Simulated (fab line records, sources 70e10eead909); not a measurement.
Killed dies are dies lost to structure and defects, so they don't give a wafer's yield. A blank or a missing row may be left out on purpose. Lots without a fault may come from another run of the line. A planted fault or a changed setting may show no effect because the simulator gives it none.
A struck lot beside a sound one | flow nand_harc | 15 steps out of a route of 1159
Sound: wafers L325.1, L325.3, L325.6. Struck: wafer L334.3. (L334.4, L334.6 of the same lot were not struck and are left out.) The cause comes at the end.
At each step with rows: each side's tool, then ch and its chambers, then its first start. Under that, the readings that differ: sound wafers | struck wafers | difference of the means | sigmas: that difference in standard deviations of wafers without a fault.
alike: readings whose means differ by less than 2 such deviations, and words and numbers that are the same on both sides. not compared: withheld readings, readings that some wafer has no value for, bounds like >300 that may hide the same value, and numbers for which the record gives no deviation and whose values overlap.
The two part at a step that has a row with sigmas, a row that says differs or no value, or rows on one side only. Numbers that don't overlap but have no deviation are shown without sigmas and don't part them. A reading that every wafer of one side lacks parts them only if that side has two wafers or more.

first, 7 steps without rows for these wafers: NHARC_P_M1_COAT_34 (time 65 s); NHARC_P_M1_COAT_03 (resist thk 90 nm); NHARC_P_M1_SOFTBAKE_04 (time 55 s); NHARC_P_M1_EBR_05; NHARC_P_M1_EXPOSE_06 (exposes mask P M1, target cd 130 nm); NHARC_P_M1_PEB_07 (peb time 65 s); NHARC_P_M1_DEVELOP_08 (develop time 35 s).
NHARC_P_M1_CD_MEAS_09: target cd 130 nm.
  sound on cd_sem-03 ch 0, day 6 18:29; struck on cd_sem-02 ch 0, day 9 03:07
  alike: cd_nm
NHARC_P_M1_OVL_MEAS_10: pitch 260 nm.
  sound on overlay-01, day 6 18:35; struck on overlay-02, day 9 03:12
  alike: overlay_x_nm, overlay_y_nm
NHARC_P_M1_INSPECT_11:
  sound on defect_inspect-01, day 6 18:37; struck on defect_inspect-01, day 9 03:14
  alike: raw_defect_count
NHARC_P_M1_DESCUM_14: chemistry O2, time 3 s.
  sound on rie_diel-12 ch 1,2, day 6 18:41; struck on rie_diel-01 ch 3, day 9 03:19
  alike: drypump_motor_current_A, oes_product_au, rf_vpp_V, showerhead_plenum_p_Torr, throttle_valve_pct
  not compared: rf_hours_counter_h
NHARC_P_M1_ETCH_35: etches the open film in N2/H2, target depth 40 nm, overetch 12 nm, time 43.94 s.
  sound on rie_diel-12 ch 1,2, day 6 18:46; struck on rie_diel-01 ch 2, day 9 03:51
  alike: drypump_motor_current_A, oes_product_au, rf_fwd_power_W, rf_vpp_V, showerhead_plenum_p_Torr, throttle_valve_pct
  not compared: rf_hours_counter_h
NHARC_P_M1_ETCH_15: etches the open film in C4F8/Ar, target depth 182.5 nm, time 91.2 s.
  sound on rie_diel-12 ch 0,1,3, day 6 18:52; struck on rie_diel-01 ch 0, day 9 03:57
  reading               | sound             | struck | difference | sigmas
  oes_product_au (a.u.) | 0.969 0.964 0.974 | 0.875  | -0.094     | -5
  rf_vpp_V (V)          | 439.7 438.0 440.2 | 445.1  | +5.8       | +2
  alike: rf_fwd_power_W
  not compared: rf_hours_counter_h
NHARC_P_M1_CD_MEAS_16:
  sound on cd_sem-01, day 6 18:59; struck on cd_sem-03, day 9 04:05
  alike: cd_nm
-- the record jumps here: 13 days lie between the struck wafers' starts before and after (it left off in module P_M1 and takes up again in module END, whose first step shown is number 1159 of the route) --
NHARC_END_SORT_01:
  sound on prober-02 ch 0, day 20 00:48; struck on prober-01 ch 0, day 21 20:35
  alike: defect_limited_yield, killed_at_array, killed_at_other, killed_at_periphery, killed_dies, killed_open, killed_short, sort_bin_2_pct, sort_bin_3_pct, sort_bin_4_pct, sort_n_pass, sort_rim_yield_pct, sort_yield_pct

WHERE THEY PART
Only at NHARC_P_M1_ETCH_15, within this record. Later steps at which nothing parts them and some readings are alike: NHARC_P_M1_CD_MEAS_16, NHARC_END_SORT_01.

WHY: what the simulator had put in
Process parameter drift: rie_diel-01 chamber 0, from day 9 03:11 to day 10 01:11, at NHARC_P_M1_ETCH_15. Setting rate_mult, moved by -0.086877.
